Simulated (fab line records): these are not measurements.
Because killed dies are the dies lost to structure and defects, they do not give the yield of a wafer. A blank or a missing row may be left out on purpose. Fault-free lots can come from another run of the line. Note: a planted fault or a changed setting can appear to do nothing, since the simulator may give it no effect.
Comparing a struck lot with a sound one + flow nandHarc + 12 out of 1302 route steps
Sound: these wafers, L665.2, L665.3, L665.6. Struck: wafers L677.4, L677.5, L677.6. The cause is given at the end.
Order at every step that has rows: each side's tool, ch and its chambers, its first start. Under that, the readings that differ: sound wafers + struck wafers + difference of the means + sigmas: that difference in standard deviations of wafers without a fault.
alike: a reading whose means differ by less than 2 such deviations, as well as words and numbers matching on both sides. not compared: withheld readings; readings where some wafer has no value; bounds like >300 that might hide an equal value; numbers whose values overlap and for which the record gives no deviation.
A row with sigmas, a row that says differs or no value, or rows on one side alone: a step with any of these is where the two part. Non-overlapping numbers with no deviation appear without sigmas and do not part them. A reading that every wafer of one side lacks parts them only if that side has two wafers or more.

NHARC_A_STAIRCASE_TRIM_18: chemistry O2, time 211.2 s.
  sound on rieDiel-09 ch 1,2,3; struck on rieDiel-01 ch 0,1
| reading                      | sound          | struck         | difference | sigmas |
|------------------------------|----------------|----------------|------------|--------|
| showerheadPlenumPTorr (Torr) | 3.59 3.65 3.78 | 3.45 3.45 3.34 | -0.26      | -2     |
  alike: chamberPressureMTorr, drypumpMotorCurrentA, oesProductAu, rfVppV, throttleValvePct
  not compared: rfHoursCounterH
NHARC_A_STAIRCASE_ETCH_19: etches the open film in C4F8/O2, target depth 100 nm, time 40.5 s.
  sound on rieDiel-09 ch 1,2,3; struck on rieDiel-01 ch 0,2,3
| reading    | sound       | struck      | difference | sigmas |
|------------|-------------|-------------|------------|--------|
| rfVppV (V) | 899 906 899 | 889 888 897 | -10        | -2     |
  alike: chamberPressureMTorr, oesProductAu
  not compared: rfHoursCounterH
then, 1 step without rows for these wafers: NHARC_A_STAIRCASE_TRIM_20 (chemistry O2, time 211.2 s).
NHARC_A_STAIRCASE_ETCH_21: etches the open film in C4F8/O2, target depth 100 nm, time 40.5 s.
  sound on rieDiel-09 ch 1,2,3; struck on rieDiel-09 ch 0,3
| reading                      | sound                | struck               | difference | sigmas |
|------------------------------|----------------------|----------------------|------------|--------|
| chamberPressureMTorr (mTorr) | 25.033 25.018 25.029 | 24.970 24.939 24.955 | -0.072     | -3     |
  alike: oesProductAu, rfVppV
  not compared: rfHoursCounterH
then, 1 step without rows for these wafers: NHARC_A_STAIRCASE_TRIM_22 (chemistry O2, time 211.2 s).
NHARC_A_STAIRCASE_ETCH_23: etches the open film in C4F8/O2, target depth 100 nm, time 40.5 s.
  sound on rieDiel-09 ch 1,2; struck on rieDiel-09 ch 2,3
  alike: chamberPressureMTorr, oesProductAu, rfVppV
  not compared: rfHoursCounterH
then, 3 steps without rows for these wafers: NHARC_A_STAIRCASE_TRIM_24 (chemistry O2, time 211.2 s); NHARC_A_STAIRCASE_ETCH_25 (etches the open film in C4F8/O2, target depth 100 nm, time 40.5 s); NHARC_A_STAIRCASE_TRIM_26 (chemistry O2, time 211.2 s).
NHARC_A_STAIRCASE_ETCH_27: etches the open film in C4F8/O2, target depth 100 nm, time 40.5 s.
  sound on rieDiel-09 ch 1,2; struck on rieDiel-09 ch 0,1,3
  alike: chamberPressureMTorr, oesProductAu, rfVppV
  not compared: rfHoursCounterH
NHARC_A_STAIRCASE_STRIP_175: strips in O2.
  sound on plasmaAsher-02 ch 0,1, day 16 03:41; struck on plasmaAsher-01 ch 0,1, day 21 10:44
  no value came back on the struck wafers for drypumpMotorCurrentA (A), heaterPowerW (W); on the sound wafers drypumpMotorCurrentA (A) reads 5.43 5.48 5.39
  not compared: rfHoursCounterH
then, 1 step without rows for these wafers: NHARC_A_STAIRCASE_STRIP_148 (strips in SPM, time 900 s).

== WHERE THEY PART ==
Earliest at NHARC_A_STAIRCASE_TRIM_18; latest, in this record, at NHARC_A_STAIRCASE_STRIP_175.

WHY: what had been put in by the simulator
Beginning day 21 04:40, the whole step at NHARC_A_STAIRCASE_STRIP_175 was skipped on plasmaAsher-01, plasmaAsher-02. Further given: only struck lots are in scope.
